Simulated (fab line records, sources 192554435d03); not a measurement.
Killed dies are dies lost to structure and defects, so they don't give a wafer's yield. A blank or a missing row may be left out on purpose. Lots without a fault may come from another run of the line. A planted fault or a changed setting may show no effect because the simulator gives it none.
Chamber matching | flow n5_finfet | N5_BEOL_M5_CURE_80 on uv_cure-03: 3 sister chambers
The step cures SiCOH lowk, time 120 s. 14 wafers are shown with their chamber, then 7 later ones without.

WAFERS WITH THEIR CHAMBER
wafer  | chamber | wafer_temp_C_max | lamp_power_pct (%)
L075.1 | 0       | 372.0            | 52.30
L075.3 | 0       | 372.3            | 52.34
L075.6 | 0       | 371.7            | 52.38
L079.1 | 1       | 370.9            | 52.29
L079.4 | 1       | 370.9            | 52.32
L079.6 | 1       | 371.3            | 52.36
L087.1 | 2       | 371.2            | 52.33
L087.2 | 2       | 370.8            | 52.27
L087.6 | 2       | 371.0            | 52.41
L090.3 | 2       | 371.4            | 52.29
L090.4 | 2       | 371.0            | 52.29
L090.5 | 2       | 371.7            | 52.30
L093.1 | 1       | 371.4            | 52.28
L093.4 | 1       | 371.3            | 52.31

SIGNATURES (means of the wafers above)
reading          | chamber 0 | chamber 1 | chamber 2 | scatter within a chamber
wafer_temp_C_max | 372.000   | 371.160   | 371.183   | 0.292
lamp_power_pct   | 52.3400   | 52.3120   | 52.3150   | 0.0425
Rule: a wafer's distance from a chamber is the root of the sum, over the readings, of the square of ((its reading less the chamber's mean) divided by the reading's scatter). The wafer belongs to the nearest chamber; if the next one is less than 2 further off, it can't be placed. The scatter: the root of (the sum of the squares of (reading less its chamber's mean) over the shown wafers, divided by (wafers less chambers)).

WAFERS WITHOUT THEIR CHAMBER
wafer  | wafer_temp_C_max | lamp_power_pct (%)
L093.6 | 371.2            | 52.34
L095.2 | 371.5            | 52.39
L095.3 | 371.3            | 52.38
L095.4 | 371.4            | 52.36
L096.3 | 370.9            | 52.27
L096.4 | 371.4            | 52.36
L096.5 | 371.2            | 52.35

WHICH CHAMBER EACH WENT THROUGH
wafer  | from the rows above          | in truth
L093.6 | can't be placed: 2 or 1      | 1
L095.2 | can't be placed: 2 or 0 or 1 | 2
L095.3 | can't be placed: 2 or 1 or 0 | 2
L095.4 | can't be placed: 2 or 1 or 0 | 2
L096.3 | can't be placed: 1 or 2      | 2
L096.4 | can't be placed: 2 or 1 or 0 | 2
L096.5 | can't be placed: 2 or 1 or 0 | 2
Placed correctly: 0 of 7. Can't be placed from these rows: 7 (the true chamber is among the candidates in 7). Placed wrongly: 0.
